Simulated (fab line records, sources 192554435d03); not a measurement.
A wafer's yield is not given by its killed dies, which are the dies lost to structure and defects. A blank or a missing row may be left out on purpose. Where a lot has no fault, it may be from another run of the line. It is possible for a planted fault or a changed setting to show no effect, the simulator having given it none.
Matching of chambers + flow n5Finfet + N5_FIN_CUT_STRIP_22 on rieDiel-06 has 4 sister chambers
The step strips in N2/H2. 4 wafers are shown with their chamber, then 11 later ones without.

EACH WAFER AND ITS CHAMBER
| wafer  | chamber | showerheadPlenumPTorr (Torr) |
|--------|---------|------------------------------|
| L084.1 | 3       | 3.42                         |
| L084.3 | 0       | 3.17                         |
| L084.4 | 1       | 3.45                         |
| L087.1 | 2       | 3.32                         |

WAFERS WITH NO CHAMBER GIVEN
| wafer  | showerheadPlenumPTorr (Torr) |
|--------|------------------------------|
| L087.4 | 3.42                         |
| L087.5 | 3.32                         |
| L089.1 | 3.16                         |
| L089.4 | 3.42                         |
| L089.5 | 3.42                         |
| L094.2 | 3.32                         |
| L094.3 | 3.16                         |
| L094.5 | 3.44                         |
| L095.1 | 3.42                         |
| L095.3 | 3.16                         |
| L095.4 | 3.44                         |

WHICH CHAMBER EACH WENT THROUGH
| wafer  | from the rows above     | in truth |
|--------|-------------------------|----------|
| L087.4 | 3                       | 3        |
| L087.5 | 2                       | 2        |
| L089.1 | 0                       | 0        |
| L089.4 | 3                       | 3        |
| L089.5 | 3                       | 3        |
| L094.2 | 2                       | 2        |
| L094.3 | 0                       | 0        |
| L094.5 | can't be placed: 1 or 3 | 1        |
| L095.1 | 3                       | 3        |
| L095.3 | 0                       | 0        |
| L095.4 | can't be placed: 1 or 3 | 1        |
Correct placement for 9 of the 11. Cannot be placed on the basis of these rows: 2; the candidates contain the true chamber in 2. 0 placed wrongly.
How it was worked out, from the rows above alone: a wafer's distance from a chamber is the root of the sum, over the readings, of the square of ((its reading less the chamber's mean) divided by the reading's scatter). If the next closest chamber is less than 2 further off than the closest, the wafer can't be placed; otherwise it belongs to the closest. Each chamber's mean is taken over the wafers shown for it. The scatter: root of mean squared gap, hidden wafer to nearest shown wafer, with one shown wafer a chamber.
